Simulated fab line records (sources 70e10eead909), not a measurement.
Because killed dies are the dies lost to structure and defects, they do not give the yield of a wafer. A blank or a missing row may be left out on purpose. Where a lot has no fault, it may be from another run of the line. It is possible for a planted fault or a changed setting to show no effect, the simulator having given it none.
fab line records | flow nand_harc
record: lots: 6 wafers: 18 last_day: 24
route steps=1159 shown A_STAIRCASE@584 END@1159
lots with no fault: from the same line, run without faults
start_h: the number of hours between the record's first day and the start of the first shown wafer of the lot | wait_h: hours since the lot's step before | " as in the row above | L1.1+2: a single row standing in for several wafers | - value missing, or start not given | * or withheld: withheld | < > ~ a bound
route shown NAME@n: names a module that has steps shown in the file, with the first one's number in the route | usual: average and standard deviation across the fault-free wafers | same: alike in all rows | chamber/n: place in a boat | sites: each site's reading | _std_site: how widely they spread, as a standard deviation | _edge_site: outer sites' mean less inner sites' | radius_mm: for every site, how far away it sits from the centre of the wafer | mask NAME#n: copy n | behind: tool/chamber where the wafer was last shaped | hold: what put the lot on hold/how long, in hours/how the hold closed | device: the transistor (n, p or np) that didn't switch | end of line: at the end of the route, the tests of the same wafers | a step with no rows: only its recipe | killed: not the wafer's yield, but the dies lost to structure and defects at the first sort | map: shows each die of a wafer: x if killed, . if not, _ if none is there
set.NAME: setting as actually run; set.NAME@STEP: the setting as run at that earlier step | model.NAME: the simulator's own value behind a step, which no gauge read
a table for each step, a row for each wafer; lots at some steps of the route
services: the hour from which a tool's chamber was out of use, counted from the record's first day as start_h (under 0 if before that day), plus the number of hours and why
== steps ==
step: NHARC_A_STAIRCASE_ETCH_190
recipe: target_depth_a: 1000 time_s: 40.5 ion_energy_ev: 400 c4f8_flow_sccm: 20 o2_flow_sccm: 10 ar_flow_sccm: withheld rf_w: 600 bias_w: 1000 chemistry: C4F8/O2
step: NHARC_A_STAIRCASE_TRIM_191
recipe: time_s: 211.2 o2_flow_sccm: 500 ar_flow_sccm: 0 bias_w: 0 chemistry: O2
step: NHARC_A_STAIRCASE_ETCH_192
recipe: target_depth_a: 1000 time_s: 40.5 ion_energy_ev: 400 c4f8_flow_sccm: 20 o2_flow_sccm: 10 ar_flow_sccm: withheld rf_w: 600 bias_w: 1000 chemistry: C4F8/O2
step: NHARC_A_STAIRCASE_TRIM_193
recipe: time_s: 211.2 o2_flow_sccm: 500 ar_flow_sccm: 0 bias_w: 0 chemistry: O2
step: NHARC_A_STAIRCASE_ETCH_194
recipe: target_depth_a: 1000 time_s: 40.5 ion_energy_ev: 400 c4f8_flow_sccm: 20 o2_flow_sccm: 10 ar_flow_sccm: withheld rf_w: 600 bias_w: 1000 chemistry: C4F8/O2
step: NHARC_A_STAIRCASE_TRIM_196
recipe: time_s: 211.2 o2_flow_sccm: 500 ar_flow_sccm: 0 bias_w: 0 chemistry: O2
step: NHARC_A_STAIRCASE_ETCH_197
recipe: target_depth_a: 1000 time_s: 40.5 ion_energy_ev: 400 c4f8_flow_sccm: 20 o2_flow_sccm: 10 ar_flow_sccm: withheld rf_w: 600 bias_w: 1000 chemistry: C4F8/O2
usual: oes_product_au: 0.950/0.013 rf_vpp_V: 896/6.2
same: time_s: 40.5
columns lot.wafer tool chamber start_h wait_h oes_product_au rf_hours_counter_h rf_vpp_V
L389.2 rie_diel-05 2 - - 0.958 19 898
L389.1 " 3 " " 0.955 17 893
L389.4 " 0 " " 0.964 21 886
L392.4 rie_diel-01 1 - - 0.951 46 901
L392.1 " 2 " " 0.950 46 889
L392.6 " 3 " " 0.940 - 889
L395.3 rie_diel-10 1 - - 0.938 32 905
L395.1 " 3 " " 0.936 34 901
L395.6 " 0 " " 0.954 - 889
L398.3 rie_diel-05 2 - - 0.953 41 897
L398.4 " 3 " " 0.952 39 892
L398.6 " 2 " " 0.946 - 897
L407.2 rie_diel-10 2 - - 0.934 59 903
L407.6 " 0 " " 0.934 - 889
L407.5 " 1 " " 0.940 - 905
L411.3 rie_diel-10 3 - - 0.953 3 900
L411.2 " 0 " " 0.958 3 889
L411.4 " 1 " " 0.948 4 905
step: NHARC_A_STAIRCASE_TRIM_198
recipe: time_s: 211.2 o2_flow_sccm: 500 ar_flow_sccm: 0 bias_w: 0 chemistry: O2
step: NHARC_A_STAIRCASE_ETCH_199
recipe: target_depth_a: 1000 time_s: 40.5 ion_energy_ev: 400 c4f8_flow_sccm: 20 o2_flow_sccm: 10 ar_flow_sccm: withheld rf_w: 600 bias_w: 1000 chemistry: C4F8/O2
usual: oes_product_au: 0.943/0.012 rf_vpp_V: 896/6.2
same: time_s: 40.5
columns lot.wafer tool chamber start_h wait_h oes_product_au rf_hours_counter_h rf_vpp_V
L389.2 rie_diel-05 1 - - 0.963 20 896
L389.1 " 2 " " 0.955 19 898
L389.4 " 3 " " 0.955 17 893
L392.4 rie_diel-01 2 - - 0.921 46 889
L392.1 " 3 " " 0.933 45 887
L392.6 " 1 " " 0.917 - 900
L395.3 rie_diel-10 3 - - 0.921 34 902
L395.1 " 0 " " 0.932 34 888
L395.6 " 3 " " 0.921 - 902
L398.3 rie_diel-05 1 - - 0.933 44 895
L398.6 " 2 " " 0.942 - 897
L398.4 " 1 " " 0.941 - 896
L407.2 rie_diel-10 0 - - 0.940 61 890
L407.5 " 3 " " 0.938 - 900
L407.6 " 0 " " 0.943 - 889
L411.3 rie_diel-10 3 - - 0.943 4 900
L411.4 " 0 " " 0.951 4 888
L411.2 " 1 " " 0.940 4 905
step: NHARC_A_STAIRCASE_TRIM_200
recipe: time_s: 211.2 o2_flow_sccm: 500 ar_flow_sccm: 0 bias_w: 0 chemistry: O2
step: NHARC_A_STAIRCASE_ETCH_201
recipe: target_depth_a: 1000 time_s: 40.5 ion_energy_ev: 400 c4f8_flow_sccm: 20 o2_flow_sccm: 10 ar_flow_sccm: withheld rf_w: 600 bias_w: 1000 chemistry: C4F8/O2
step: NHARC_A_STAIRCASE_TRIM_202
recipe: time_s: 211.2 o2_flow_sccm: 500 ar_flow_sccm: 0 bias_w: 0 chemistry: O2
usual: drypump_motor_current_A: 5.6/0.4 oes_product_au: 1.002/0.0074 rf_vpp_V: 57.7/0.94 showerhead_plenum_p_Torr: 3.53/0.16 throttle_valve_pct: 17.037/0.0094
same: time_s: 211.2
columns lot.wafer tool chamber start_h wait_h drypump_motor_current_A oes_product_au rf_hours_counter_h rf_vpp_V showerhead_plenum_p_Torr throttle_valve_pct
L389.4 rie_diel-05 3 228.04 - 5.0 0.999 17 57.4 3.47 17.032
L389.1 " 0 " " 6.1 0.988 22 57.2 3.28 17.030
L389.2 " 1 " " 6.0 0.997 20 56.3 3.52 17.030
L392.1 rie_diel-01 0 250.13 - 5.6 0.984 39 56.8 3.40 17.034
L392.4 " 2 " " 5.4 1.003 47 56.1 3.36 17.021
L392.6 " 0 " " 5.6 0.990 - 57.4 3.40 17.037
L395.1 rie_diel-10 3 283.97 - 5.3 1.001 34 58.5 3.66 17.039
L395.3 " 0 " " 5.2 1.009 34 56.1 3.35 17.041
L395.6 " 3 " " 5.3 1.004 - 58.8 3.66 17.032
L398.3 rie_diel-05 2 294.30 - 5.3 0.995 42 57.2 3.55 17.021
L398.4 " 2 " " 5.3 0.997 - 58.2 3.55 17.044
L398.6 " 0 " " 6.1 1.003 - 57.3 3.27 17.038
L407.2 rie_diel-10 3 350.37 - 5.3 1.010 61 57.8 3.64 17.019
L407.5 " 2 " " 6.1 1.008 - 58.9 3.69 17.020
L407.6 " 3 " " 5.3 1.005 - 57.9 3.64 17.043
L411.3 rie_diel-10 0 375.34 - 5.3 1.000 4 57.3 3.33 17.036
L411.4 " 1 " " 5.5 1.001 4 58.9 3.77 17.040
L411.2 " 2 " " 6.1 1.003 4 57.0 3.69 17.031
step: NHARC_A_STAIRCASE_ETCH_203
recipe: target_depth_a: 1000 time_s: 40.5 ion_energy_ev: 400 c4f8_flow_sccm: 20 o2_flow_sccm: 10 ar_flow_sccm: withheld rf_w: 600 bias_w: 1000 chemistry: C4F8/O2
step: NHARC_A_STAIRCASE_STRIP_205
recipe: power_w: 1500 temp_c: 250 chemistry: O2
step: NHARC_A_STAIRCASE_STRIP_206
recipe: time_s: 900 temp_c: 130 chemistry: SPM
step: NHARC_A_STAIRCASE_PRECLEAN_207
recipe: time_s: * temp_c: 50 bath_age_min: 0 chemistry: SC1
step: NHARC_A_STAIRCASE_SRD_208
step: NHARC_A_STAIRCASE_DEHYDRATE_209
recipe: temp_c: 150 time_s: 120
step: NHARC_A_STAIRCASE_HMDS_210
recipe: time_s: 30
step: NHARC_A_STAIRCASE_COAT_211
recipe: spin_rpm: 1200
step: NHARC_A_STAIRCASE_SOFTBAKE_212
recipe: temp_c: 135 time_s: 170
step: NHARC_A_STAIRCASE_EBR_213
step: NHARC_A_STAIRCASE_EXPOSE_214
recipe: na: 0.5 dose_mj: 31.26 mask_id: STAIR_3
step: NHARC_A_STAIRCASE_PEB_215
recipe: peb_temp_c: 115 peb_time_s: 130
step: NHARC_A_STAIRCASE_DEVELOP_216
recipe: time_s: 140
step: NHARC_A_STAIRCASE_HARDBAKE_218
recipe: temp_c: 120 time_s: 140
step: NHARC_A_STAIRCASE_DESCUM_219
recipe: time_s: 3 o2_flow_sccm: 200 ar_flow_sccm: 0 bias_power_w: 0 chemistry: O2
usual: drypump_motor_current_A: 5.6/0.4 oes_product_au: 1.001/0.0071 rf_vpp_V: 57.9/0.96 showerhead_plenum_p_Torr: 1.92/0.099 throttle_valve_pct: 11.312/0.01
same: time_s: 3
columns lot.wafer tool chamber start_h wait_h drypump_motor_current_A oes_product_au rf_hours_counter_h rf_vpp_V showerhead_plenum_p_Torr throttle_valve_pct
L389.2 rie_diel-10 1 229.88 - 5.4 1.000 16 59.9 2.07 11.313
L389.4 " 2 " " 6.1 1.014 16 56.3 2.02 11.311
L389.1 " 3 " " 5.3 1.003 17 59.0 1.99 11.285
L392.4 rie_diel-05 3 251.97 - 5.0 1.006 24 58.3 1.88 11.298
L392.1 " 0 " " 6.0 1.009 29 56.4 1.77 11.317
L392.6 " 0 " " 6.0 0.999 - 56.8 1.77 11.285
L395.1 rie_diel-05 3 287.57 - 5.0 1.000 36 57.8 1.87 11.328
L395.3 " 0 " " 6.1 1.003 42 57.1 1.77 11.305
L395.6 " 1 " " 6.0 0.998 - 56.8 1.90 11.300
L398.3 rie_diel-05 1 296.22 - 6.0 1.001 44 58.5 1.90 11.313
L398.6 " 0 " " 6.0 0.991 - 58.2 1.76 11.307
L398.4 " 2 " " 5.3 1.014 - 57.7 1.93 11.312
L407.2 rie_diel-05 0 352.24 - 6.1 0.998 0 58.1 2.08 11.322
L407.6 " 0 " " 6.1 1.005 - 57.9 2.08 11.324
L407.5 " 1 " " 6.0 1.001 - 57.4 1.89 11.313
L411.2 rie_diel-05 2 377.17 - 5.3 0.997 13 58.2 1.92 11.309
L411.3 " 0 " " 6.0 0.996 11 58.7 2.07 11.300
L411.4 " 1 " " 6.0 1.002 11 58.3 1.89 11.327
step: NHARC_A_STAIRCASE_TRIM_220
recipe: time_s: 211.2 o2_flow_sccm: 500 ar_flow_sccm: 0 bias_w: 0 chemistry: O2
usual: drypump_motor_current_A: 5.6/0.4 oes_product_au: 1.001/0.0078 rf_vpp_V: 57.9/0.96 showerhead_plenum_p_Torr: 3.55/0.17 throttle_valve_pct: 17.037/0.0094
same: time_s: 211.2
columns lot.wafer tool chamber start_h wait_h drypump_motor_current_A oes_product_au rf_hours_counter_h rf_vpp_V showerhead_plenum_p_Torr throttle_valve_pct
L389.2 rie_diel-10 1 229.97 0.1 5.4 0.997 16 57.8 3.80 17.043
L389.1 " 3 " " 5.3 1.002 17 58.3 3.67 17.041
L389.4 " 0 " " 5.2 1.005 17 57.8 3.36 17.059
L392.1 rie_diel-05 0 252.08 0.1 6.1 1.004 29 57.1 3.28 17.053
L392.4 " 1 " " 6.1 1.000 27 58.3 3.51 17.034
L392.6 " 2 " " 5.3 1.007 - 56.2 3.56 17.028
L395.1 rie_diel-05 0 287.66 0.1 6.1 0.996 42 58.8 3.27 17.034
L395.3 " 3 " " 5.0 1.014 36 57.6 3.46 17.034
L395.6 " 0 " " 6.1 0.991 - 57.6 3.27 17.023
L398.3 rie_diel-05 0 296.35 0.1 6.1 0.991 47 58.3 3.27 17.039
L398.6 " 1 " " 6.0 0.993 - 56.9 3.50 17.035
L398.4 " 2 " " 5.3 0.994 - 58.3 3.55 17.033
L407.2 rie_diel-05 0 352.34 0.1 6.1 1.001 0 59.7 3.81 17.037
L407.6 " 3 " " 5.0 0.998 - 57.6 3.45 17.037
L407.5 " 0 " " 6.1 1.010 - 59.5 3.81 17.045
L411.3 rie_diel-05 1 377.25 0.1 6.0 0.993 11 57.7 3.49 17.039
L411.2 " 3 " " 5.0 1.003 13 58.2 3.44 17.047
L411.4 " 0 " " 6.1 1.012 11 58.7 3.80 17.040
step: NHARC_A_STAIRCASE_ETCH_221
recipe: target_depth_a: 1000 time_s: 40.5 ion_energy_ev: 400 c4f8_flow_sccm: 20 o2_flow_sccm: 10 ar_flow_sccm: withheld rf_w: 600 bias_w: 1000 chemistry: C4F8/O2
step: NHARC_A_STAIRCASE_TRIM_222
recipe: time_s: 211.2 o2_flow_sccm: 500 ar_flow_sccm: 0 bias_w: 0 chemistry: O2
step: NHARC_A_STAIRCASE_ETCH_223
recipe: target_depth_a: 1000 time_s: 40.5 ion_energy_ev: 400 c4f8_flow_sccm: 20 o2_flow_sccm: 10 ar_flow_sccm: withheld rf_w: 600 bias_w: 1000 chemistry: C4F8/O2
step: NHARC_A_STAIRCASE_TRIM_224
recipe: time_s: 211.2 o2_flow_sccm: 500 ar_flow_sccm: 0 bias_w: 0 chemistry: O2
step: NHARC_A_STAIRCASE_ETCH_225
recipe: target_depth_a: 1000 time_s: 40.5 ion_energy_ev: 400 c4f8_flow_sccm: 20 o2_flow_sccm: 10 ar_flow_sccm: withheld rf_w: 600 bias_w: 1000 chemistry: C4F8/O2
step: NHARC_A_STAIRCASE_TRIM_226
recipe: time_s: 211.2 o2_flow_sccm: 500 ar_flow_sccm: 0 bias_w: 0 chemistry: O2
step: NHARC_A_STAIRCASE_ETCH_227
recipe: target_depth_a: 1000 time_s: 40.5 ion_energy_ev: 400 c4f8_flow_sccm: 20 o2_flow_sccm: 10 ar_flow_sccm: withheld rf_w: 600 bias_w: 1000 chemistry: C4F8/O2
usual: oes_product_au: 0.944/0.0089 rf_vpp_V: 896/6
same: time_s: 40.5
columns lot.wafer tool chamber start_h wait_h oes_product_au rf_hours_counter_h rf_vpp_V
L389.1 rie_diel-10 3 - - 0.942 17 902
L389.2 " 0 " " 0.943 17 889
L389.4 " 2 " " 0.935 16 903
L392.1 rie_diel-05 0 - - 0.918 30 888
L392.4 " 2 " " 0.934 28 898
L392.6 " 3 " " 0.936 - 894
L395.3 rie_diel-05 2 - - 0.935 39 898
L395.1 " 0 " " 0.928 43 885
L395.6 " 2 " " 0.939 - 896
L398.3 rie_diel-05 1 - - 0.934 45 895
L398.4 " 1 " " 0.944 - 895
L398.6 " 0 " " 0.928 - 886
L407.2 rie_diel-05 0 - - 0.935 1 905
L407.5 " 3 " " 0.945 - 892
L407.6 " 0 " " 0.935 - 907
L411.2 rie_diel-05 1 - - 0.935 11 894
L411.3 " 2 " " 0.939 13 897
L411.4 " 3 " " 0.951 13 892
step: NHARC_A_STAIRCASE_TRIM_229
recipe: time_s: 211.2 o2_flow_sccm: 500 ar_flow_sccm: 0 bias_w: 0 chemistry: O2
step: NHARC_A_STAIRCASE_ETCH_230
recipe: target_depth_a: 1000 time_s: 40.5 ion_energy_ev: 400 c4f8_flow_sccm: 20 o2_flow_sccm: 10 ar_flow_sccm: withheld rf_w: 600 bias_w: 1000 chemistry: C4F8/O2
step: NHARC_A_STAIRCASE_TRIM_231
recipe: time_s: 211.2 o2_flow_sccm: 500 ar_flow_sccm: 0 bias_w: 0 chemistry: O2
step: NHARC_END_SORT_01
recipe: temp_c: 25
usual: killed_at_array: 28/8.9 killed_at_other: 0.8/1.2 killed_at_periphery: 3.3/2.3 killed_dies: 32/9.4 killed_open: 3.2/1.8 killed_short: 1.9/1.4
same: gross_dies: 677
columns lot.wafer tool chamber start_h wait_h killed_at_array killed_at_other killed_at_periphery killed_dies killed_open killed_short
L407.5 prober-01 0 562.86 3.7 137 2 2 141 3 1
L411.2 prober-01 0 585.59 2.8 120 0 5 125 4 2
killed by level:class
L407.5 A_STAIRCASE:unspecified=102 A_SLIT:chamber_film_flake=21 A_CHANNEL_HOLE_D1:chamber_film_flake=5 A_CONTACT:chamber_film_flake=4 A_M0:chamber_film_flake=2 P_CONTACT:geometric_particle:open=1 A_CHANNEL_FILL_D1:geometric_particle:open=1 A_CONTACT:geometric_particle:open=1
L411.2 A_STAIRCASE:unspecified=104 A_CHANNEL_HOLE_D1:chamber_film_flake=5 A_SGD_CUT:chamber_film_flake=3 A_CONTACT:chamber_film_flake=3 P_M0:geometric_particle:open=2 A_ZERO_WELL:chamber_film_flake=2 P_M0:geometric_particle:short=1 A_CHANNEL_FILL_D1:geometric_particle:short=1
map L407.5 (x killed, . not)
____________.____________
_________....xxx_________
_______.....xx.xxx_______
______.......xxxx..______
_____..x....xxxxx.x._____
____..........xxxx...____
____..........xx.x...____
___..........x........___
___...................___
__............x........__
__.....................__
_...................x..._
_......................._
_......................._
_......................._
_......................._
.........................
.........................
.................x.......
...x.....................
...x.............x..x.x..
_..............x........_
_...........x.xxxx......_
_..........xxxxxx..x...._
_..x........xxxxxx......_
_..........xxxxxxxx.x..._
__.........xxxxxxxx....__
__..x.....xxxxxxxxxx...__
___.......xxxxxxxxx...___
___.......xxxxxxxxx...___
____.......xxxxxxxxx.____
____.......xxxxxxxx..____
_____.x....xxxxxxxx._____
______......xxxxxxx______
_______.....xxxx.x_______
_________.x...x._________
____________.____________
map L411.2 (x killed, . not)
____________.____________
_________......._________
_______..........._______
______..........xx.______
_____..............._____
____.........x.x.x...____
____..x......x..x....____
___.......x.......x...___
___...................___
__.....................__
__.....................__
_......................._
_......................._
_......................._
_......................._
_......................._
.....x...................
.................x.......
.........................
..................x......
........x...........x....
_.......x........x......_
_......x.....xxx.x......_
_..........xxxxxxx......_
_....x.....xxxxxxx......_
_........x.xxxxxxxx....._
__....x...xxxxxxxxx....__
__........xxxxxxxxxx...__
___.......xxxxxxxxx...___
___........xxxxxxxxx..___
____......xxxxxxxxxx.____
____....x..xxxxxxxxx.____
_____......xxxxxxxx._____
______.....xxxxxx..______
_______.....xxxxxx_______
_________......x_________
____________.____________
== services ==
columns tool chamber start_h hours kind
rie_diel-05 3 211.75 6.3 repair
rie_diel-05 0 222.88 - clean
rie_diel-05 1 222.88 - clean
rie_diel-05 2 222.88 - clean
rie_diel-05 3 222.88 - clean
rie_diel-05 3 238.27 3.0 repair
rie_diel-05 0 247.88 - clean
rie_diel-05 1 247.88 - clean
rie_diel-05 2 247.88 - clean
rie_diel-05 3 247.88 - clean
rie_diel-05 0 272.38 - clean
rie_diel-05 1 272.38 - clean
rie_diel-05 2 272.38 - clean
rie_diel-05 3 272.38 - clean
rie_diel-05 0 296.92 - clean
rie_diel-05 1 296.92 - clean
rie_diel-05 2 296.92 - clean
rie_diel-05 3 296.92 - clean
rie_diel-01 - 315.10 9.0 pm
rie_diel-05 0 321.44 - clean
rie_diel-05 1 321.44 - clean
rie_diel-05 - 340.75 9.0 pm
rie_diel-10 - 353.50 9.0 pm
rie_diel-01 2 370.60 14.2 repair
== key ==
first_sign: step: NHARC_END_SORT_01 reading: killed_at_array direction: up sigmas: 11 usual: 28 struck: 128
effect: step: NHARC_END_SORT_01 reading: killed_dies direction: up sigmas: 11 usual: 32 struck: 133
more_kills_born_at: NHARC_A_STAIRCASE_TRIM_202@rie_diel-10: 204
met_at NHARC_A_STAIRCASE_TRIM_202
struck_wafers L407.5,L411.2
tester_left_out L407,L411
fault: kind: chamber_particle_source tool: rie_diel-10 chamber: 2 onset_h: 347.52 steps: NHARC_A_STAIRCASE_TRIM_202 rate_per_visit_cm2: 2.2294 end_h: 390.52
tester_left_out: of these lots the tester's yield and bins aren't shown, on N5 and GAA mostly nor the transistor test; their killed dies are dies lost to structure and defects alone, not to doping, threshold or leakage, so they don't give the yield
